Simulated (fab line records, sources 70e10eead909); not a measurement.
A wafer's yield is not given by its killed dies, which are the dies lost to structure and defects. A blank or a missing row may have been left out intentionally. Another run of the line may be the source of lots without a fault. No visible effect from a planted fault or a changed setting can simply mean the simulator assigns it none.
fab line records | flow nand-harc
record: lots: 12 wafers: 36 last-day: 33
route steps=1302 shown P_BONDPAD@379 A_ZERO_WELL@405 A_SOURCE_PLATE@416 END@1302
lots untouched by any fault: they come from a run of this same line in which no faults occurred
start-h: hours from the record's opening day to when the first of the lot's shown wafers began | wait-h: how many hours have passed since the lot's step before this one | " same as the row above | L1.1+2: several wafers, shown together as one row | - either no value or no given start | * or withheld: withheld | < > ~ a bound
route shown NAME@n: names a module that has steps shown in the file, with the first one's number in the route | usual: mean/standard deviation of fault-free wafers | same: alike in all rows | chamber/n: place in a boat | sites: per-site readings | _std_site: the standard deviation of these | _edge_site: inner sites' mean taken away from outer sites' mean | radius-mm: how far each site lies from the wafer's centre | mask NAME#n: copy n | behind: the most recent tool/chamber to have shaped the wafer | hold: what put the lot on hold/how long, in hours/how the hold closed | device: the n, p or np transistor that did not switch | end of line: the tests these same wafers got at the end of their route | step lacking rows: just its recipe | killed: not the wafer's yield, but the dies lost to structure and defects at the first sort | map: the dies of a wafer, with x for killed, . for not killed, _ for no die there
set.NAME: the run value of the setting; set.NAME@STEP: its run value at that earlier step | model.NAME: the simulator's own value behind a step, which no gauge read
one table for each step of the route and one row for each wafer, over a sample of lots
services: the hour from which a tool's chamber was out of use, counted from the record's first day as start-h (under 0 if before that day), plus the number of hours and why
== steps ==
step: NHARC_P_BONDPAD_ANNEAL_28
recipe: temp-c: 225 time-s: 90
usual: wafer_temp_C_max: 226.4/0.54
columns lot.wafer tool chamber start-h wait-h wafer_temp_C_max
L130.1 rtp-anneal-02 0 140.45 - 225.6
L130.2 " 0 " " 225.9
L130.5 " 0 " " 226.1
L131.1 rtp-anneal-01 0 143.62 0.3 226.6
L131.2 " 0 " " 226.6
L131.5 " 0 " " 226.9
L132.1 rtp-anneal-02 0 155.54 0.3 226.1
L132.3 " 0 " " 225.8
L132.6 " 0 " " 226.3
L135.3 rtp-anneal-02 0 183.90 - 226.3
L135.4 " 0 " " 226.1
L135.6 " 0 " " 226.0
L136.2 rtp-anneal-02 0 201.24 0.3 226.1
L136.4 " 0 " " 226.1
L136.5 " 0 " " 226.2
L145.2 rtp-anneal-01 0 283.90 0.3 226.9
L145.4 " 0 " " 226.4
L145.5 " 0 " " 226.2
L144.3 rtp-anneal-01 0 286.52 0.3 226.9
L144.5 " 0 " " 227.2
L144.6 " 0 " " 226.6
L147.2 rtp-anneal-01 0 306.18 - 227.2
L147.3 " 0 " " 226.4
L147.6 " 0 " " 226.8
L149.3 rtp-anneal-02 0 325.80 0.3 226.2
L149.5 " 0 " " 226.1
L149.6 " 0 " " 226.1
L150.1 rtp-anneal-01 0 341.19 - 227.6
L150.4 " 0 " " 227.2
L150.5 " 0 " " 227.7
L151.1 rtp-anneal-01 0 344.75 0.3 226.9
L151.4 " 0 " " 226.7
L151.5 " 0 " " 226.4
L153.1 rtp-anneal-02 0 368.54 - 225.6
L153.3 " 0 " " 226.3
L153.4 " 0 " " 226.0
step: NHARC_P_BONDPAD_INSPECT_23
usual: raw-defect-count: 331/130
columns lot.wafer tool chamber start-h wait-h raw-defect-count
L130.1 defect-inspect-02 - 141.33 0.0 484
L130.2 " - " " 307
L130.5 " - " " 444
L131.1 defect-inspect-01 - 144.52 0.0 368
L131.2 " - " " 272
L131.5 " - " " 274
L132.1 defect-inspect-02 - 156.43 0.0 232
L132.3 " - " " 354
L132.6 " - " " 436
L135.3 defect-inspect-01 - 184.67 0.0 284
L135.4 " - " " 253
L135.6 " - " " 370
L136.2 defect-inspect-02 - 202.07 0.0 333
L136.4 " - " " 351
L136.5 " - " " 448
L145.2 defect-inspect-02 - 284.74 0.0 190
L145.4 " - " " 160
L145.5 " - " " 477
L144.3 defect-inspect-01 - 287.33 0.0 385
L144.5 " - " " 324
L144.6 " - " " 211
L147.2 defect-inspect-02 - 307.00 0.0 182
L147.3 " - " " 182
L147.6 " - " " 201
L149.3 defect-inspect-01 - 326.56 0.0 246
L149.5 " - " " 504
L149.6 " - " " 435
L150.1 defect-inspect-01 - 342.09 0.0 449
L150.4 " - " " 372
L150.5 " - " " 611
L151.1 defect-inspect-01 - 345.62 0.0 285
L151.4 " - " " 323
L151.5 " - " " 249
L153.1 defect-inspect-01 - 369.41 0.0 336
L153.3 " - " " 345
L153.4 " - " " 490
step: NHARC_A_ZERO_WELL_ETCH_13
recipe: target-depth-a: 1200 time-s: 40.1 hbr-flow-sccm: 150 cl2-flow-sccm: 50 rf-w: 400 icp-w: 400 bias-w: 100 chemistry: HBr/Cl2
usual: drypump-motor-current-A: 5.6/0.37 oes-product-au: 0.999/0.011 throttle-valve-pct: 26.405/0.0086
columns lot.wafer tool chamber start-h wait-h drypump-motor-current-A oes-product-au rf-hours-counter-h throttle-valve-pct
L130.2 rie-si-06 1 143.01 - 5.8 1.020 0.39 26.411
L130.1 " 3 " " 5.3 1.007 0.26 26.417
L130.5 " 0 " " 6.0 0.993 - 26.420
L131.2 rie-si-01 1 146.19 - 6.4 1.005 0.73 26.421
L131.1 " 3 " " 6.2 1.011 0.92 26.410
L131.5 " 0 " " 5.6 0.980 - 26.390
L132.3 rie-si-03 3 158.09 - 5.3 0.991 0.58 26.401
L132.1 " 1 " " 5.1 0.993 0.82 26.409
L132.6 " 0 " " 5.2 0.982 - 26.404
L135.4 rie-si-06 2 186.36 - 5.5 0.990 0.53 26.400
L135.3 " 0 " " 6.0 0.982 0.65 26.412
L135.6 " 2 " " 5.5 1.000 - 26.406
L136.2 rie-si-06 3 203.81 - 5.3 0.991 0.62 26.399
L136.4 " 3 " " 5.3 1.004 - 26.408
L136.5 " 0 " " 6.0 1.000 - 26.401
L145.4 rie-si-06 1 286.45 - 5.8 1.000 0.13 26.399
L145.2 " 3 " " 5.3 0.998 0.14 26.401
L145.5 " 1 " " 5.7 0.992 - 26.409
L144.3 rie-si-03 2 288.92 - 5.5 0.989 0.40 26.399
L144.5 " 0 " " 5.2 1.001 - 26.395
L144.6 " 1 " " 5.1 1.005 - 26.391
L147.3 rie-si-03 3 308.68 - 5.3 0.999 0.59 26.401
L147.2 " 2 " " 5.5 0.985 0.54 26.410
L147.6 " 0 " " 5.2 0.998 - 26.423
L149.3 rie-si-06 1 328.26 - 5.7 0.984 0.39 26.402
L149.6 " 2 " " 5.5 1.006 - 26.388
L149.5 " 3 " " 5.3 0.988 - 26.413
L150.4 rie-si-01 0 343.66 - 5.6 1.003 0.81 26.403
L150.1 " 1 " " 6.4 0.992 0.86 26.408
L150.5 " 3 " " 6.2 1.006 - 26.409
L151.1 rie-si-01 0 347.30 - 5.7 0.993 0.84 26.406
L151.4 " 1 " " 6.4 0.993 0.89 26.420
L151.5 " 3 " " 6.2 1.013 - 26.403
L153.1 rie-si-03 0 371.10 - 5.2 0.993 0.83 26.407
L153.3 " 1 " " 5.1 1.015 0.76 26.411
L153.4 " 2 " " 5.5 0.975 0.88 26.395
step: NHARC_A_ZERO_WELL_INSPECT_17
usual: raw-defect-count: 9/5.1
columns lot.wafer tool chamber start-h wait-h raw-defect-count
L130.1 defect-inspect-01 - 144.09 0.2 6
L130.2 " - " " 6
L130.5 " - " " 5
L131.1 defect-inspect-01 - 147.28 0.2 5
L131.2 " - " " 8
L131.5 " - " " 8
L132.1 defect-inspect-02 - 159.23 0.2 15
L132.3 " - " " 7
L132.6 " - " " 9
L135.3 defect-inspect-02 - 187.45 0.1 15
L135.4 " - " " 6
L135.6 " - " " 5
L136.2 defect-inspect-01 - 204.97 0.1 13
L136.4 " - " " 17
L136.5 " - " " 730
L145.2 defect-inspect-02 - 287.54 0.1 6
L145.4 " - " " 5
L145.5 " - " " 3
L144.3 defect-inspect-01 - 289.99 0.1 2
L144.5 " - " " 6
L144.6 " - " " 14
L147.2 defect-inspect-02 - 309.77 0.1 11
L147.3 " - " " 5
L147.6 " - " " 26
L149.3 defect-inspect-01 - 329.32 0.1 7
L149.5 " - " " 9
L149.6 " - " " 15
L150.1 defect-inspect-02 - 344.74 0.2 10
L150.4 " - " " 9
L150.5 " - " " 12
L151.1 defect-inspect-01 - 348.39 0.2 13
L151.4 " - " " 19
L151.5 " - " " 6
L153.1 defect-inspect-01 - 372.19 0.2 9
L153.3 " - " " 14
L153.4 " - " " 3
step: NHARC_A_SOURCE_PLATE_THK_MEAS_09
recipe: thk-meas-gauge: ellipsometry
usual: thk-nm: 9.7/1.1
columns lot.wafer tool chamber start-h wait-h thk-nm
L130.1 film-metro-02 - 151.28 0.4 10.9
L130.2 " - " " 8.0
L130.5 " - " " 10.4
L131.1 film-metro-01 - 155.04 0.4 9.3
L131.2 " - " " 7.7
L131.5 " - " " 9.2
L132.1 film-metro-01 - 166.03 0.4 9.9
L132.3 " - " " 9.1
L132.6 " - " " 9.7
L135.3 film-metro-01 - 194.77 0.4 9.8
L135.4 " - " " 9.4
L135.6 " - " " 10.6
L136.2 film-metro-01 - 212.31 0.4 10.2
L136.4 " - " " 10.8
L136.5 " - " " 10.7
L145.2 film-metro-01 - 294.89 0.4 9.8
L145.4 " - " " 7.4
L145.5 " - " " 9.2
L144.3 film-metro-02 - 294.89 0.4 10.3
L144.5 " - " " 11.2
L144.6 " - " " 7.7
L147.2 film-metro-01 - 314.42 0.4 11.8
L147.3 " - " " 11.0
L147.6 " - " " 9.7
L149.3 film-metro-01 - 337.11 0.4 10.8
L149.5 " - " " 9.5
L149.6 " - " " 9.8
L150.1 film-metro-01 - 352.09 0.4 8.6
L150.4 " - " " 9.5
L150.5 " - " " 9.6
L151.1 film-metro-01 - 355.15 0.4 8.0
L151.4 " - " " 9.8
L151.5 " - " " 9.5
L153.1 film-metro-01 - 379.72 0.4 10.0
L153.3 " - " " 8.5
L153.4 " - " " 7.6
step: NHARC_A_SOURCE_PLATE_INSPECT_08
usual: raw-defect-count: 50/17
columns lot.wafer tool chamber start-h wait-h raw-defect-count
L130.1 defect-inspect-02 - 164.30 0.0 61
L130.2 " - " " 90
L130.5 " - " " 49
L131.1 defect-inspect-01 - 169.65 0.0 73
L131.2 " - " " 44
L131.5 " - " " 51
L132.1 defect-inspect-01 - 178.82 0.0 47
L132.3 " - " " 77
L132.6 " - " " 47
L135.3 defect-inspect-01 - 209.12 0.0 82
L135.4 " - " " 53
L135.6 " - " " 42
L136.2 defect-inspect-01 - 225.52 0.0 39
L136.4 " - " " 49
L136.5 " - " " 791
L145.2 defect-inspect-02 - 307.37 0.0 22
L145.4 " - " " 27
L145.5 " - " " 24
L144.3 defect-inspect-01 - 307.37 0.0 47
L144.5 " - " " 24
L144.6 " - " " 56
L147.2 defect-inspect-01 - 327.52 0.0 47
L147.3 " - " " 34
L147.6 " - " " 44
L149.3 defect-inspect-02 - 350.11 0.0 33
L149.5 " - " " 53
L149.6 " - " " 48
L150.1 defect-inspect-01 - 365.15 0.0 32
L150.4 " - " " 34
L150.5 " - " " 40
L151.1 defect-inspect-02 - 368.79 0.0 29
L151.4 " - " " 58
L151.5 " - " " 37
L153.1 defect-inspect-01 - 393.34 0.0 39
L153.3 " - " " 66
L153.4 " - " " 33
step: NHARC_END_SORT_01
recipe: temp-c: 25
usual: killed-at-array: 55/17 killed-at-other: 0.9/1.2 killed-at-periphery: 3.7/2.5 killed-dies: 59/18 killed-open: 3.4/1.9 killed-short: 2.6/1.6
same: gross-dies: 677
columns lot.wafer tool chamber start-h wait-h killed-at-array killed-at-other killed-at-periphery killed-dies killed-open killed-short
L136.2 prober-01 0 648.10 2.8 78 0 4 82 6 2
L136.4 prober-01 0 649.71 3.4 73 1 3 77 3 2
L136.5 prober-01 0 650.52 3.7 122 0 2 124 3 6
killed by level:class
L136.2 A_CHANNEL_HOLE_D1:chamber-film-flake=25 A_CHANNEL_HOLE_D2:chamber-film-flake=23 A_SLIT:chamber-film-flake=20 A_SGD_CUT:chamber-film-flake=2 A_CONTACT:chamber-film-flake=2 P_STI:geometric-particle:open=1 P_GATE:geometric-particle:open=1 P_CONTACT:geometric-particle:short=1
L136.4 A_CHANNEL_HOLE_D1:chamber-film-flake=23 A_CHANNEL_HOLE_D2:chamber-film-flake=21 A_SLIT:chamber-film-flake=19 A_CONTACT:chamber-film-flake=5 P_CONTACT:geometric-particle:open=1 A_CHANNEL_FILL_D2:geometric-particle:short=1 A_STAIRCASE:geometric-particle:open=1 A_WL_FILL:geometric-particle:open=1
L136.5 A_ZERO_WELL:unspecified=40 A_CHANNEL_HOLE_D1:chamber-film-flake=26 A_SLIT:chamber-film-flake=23 A_CHANNEL_HOLE_D2:chamber-film-flake=17 A_CONTACT:chamber-film-flake=5 A_DECK1_JOINT:geometric-particle:short=2 P_M1:geometric-particle:short=1 A_SOURCE_PLATE:geometric-particle:open=1
== services ==
columns tool chamber start-h hours kind
rie-si-03 1 117.20 2.2 repair
rie-si-03 3 134.11 3.9 repair
rie-si-03 1 149.88 1.9 repair
rie-si-03 1 160.98 5.2 repair
rie-si-03 1 186.05 4.5 repair
rie-si-06 1 188.39 31.9 repair
rie-si-01 - 193.00 9.0 pm
rie-si-06 2 204.52 5.0 repair
rie-si-03 - 221.00 9.0 pm
rie-si-06 - 249.00 9.0 pm
rie-si-06 0 249.00 9.0 vent-cycle
rie-si-06 1 249.00 9.0 vent-cycle
rie-si-06 2 249.00 9.0 vent-cycle
rie-si-06 3 249.00 9.0 vent-cycle
rie-si-06 0 258.00 - clean
rie-si-06 1 258.00 - clean
rie-si-06 2 258.00 - clean
rie-si-06 3 258.00 - clean
rie-si-01 3 294.45 1.6 repair
rie-si-03 - 295.59 0.6 repair
rie-si-01 2 308.84 3.4 repair
rie-si-06 - 313.84 0.9 repair
rie-si-03 0 342.45 10.7 repair
rie-si-01 - 370.00 9.0 pm
== key ==
first-sign: step: NHARC_A_ZERO_WELL_INSPECT_17 reading: raw-defect-count direction: up sigmas: 99+ usual: 9 struck: 730
effect: step: NHARC_A_SOURCE_PLATE_INSPECT_08 reading: raw-defect-count direction: up sigmas: 43 usual: 50 struck: 791
effect: step: NHARC_END_SORT_01 reading: killed-at-array direction: up sigmas: 3.9 usual: 55 struck: 122
more-kills-born-at: NHARC_A_ZERO_WELL_ETCH_13@rie-si-06: 38
met-at NHARC_A_ZERO_WELL_ETCH_13
struck-lots L136
struck-wafers L136.5
tester-left-out L136
not-acting-at NHARC_P_BONDPAD_ANNEAL_28,NHARC_P_BONDPAD_INSPECT_23,NHARC_A_SOURCE_PLATE_THK_MEAS_09
onset-between 186.36 203.81
fault: kind: chamber-particle-source tool: rie-si-06 chamber: 0 onset-h: 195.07 steps: NHARC_A_ZERO_WELL_ETCH_13 rate-per-visit-cm2: 1.1633 end-h: 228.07
tester-left-out: of these lots the tester's yield and bins aren't shown, on N5 and GAA mostly nor the transistor test; their killed dies are dies lost to structure and defects alone, not to doping, threshold or leakage, so they don't give the yield
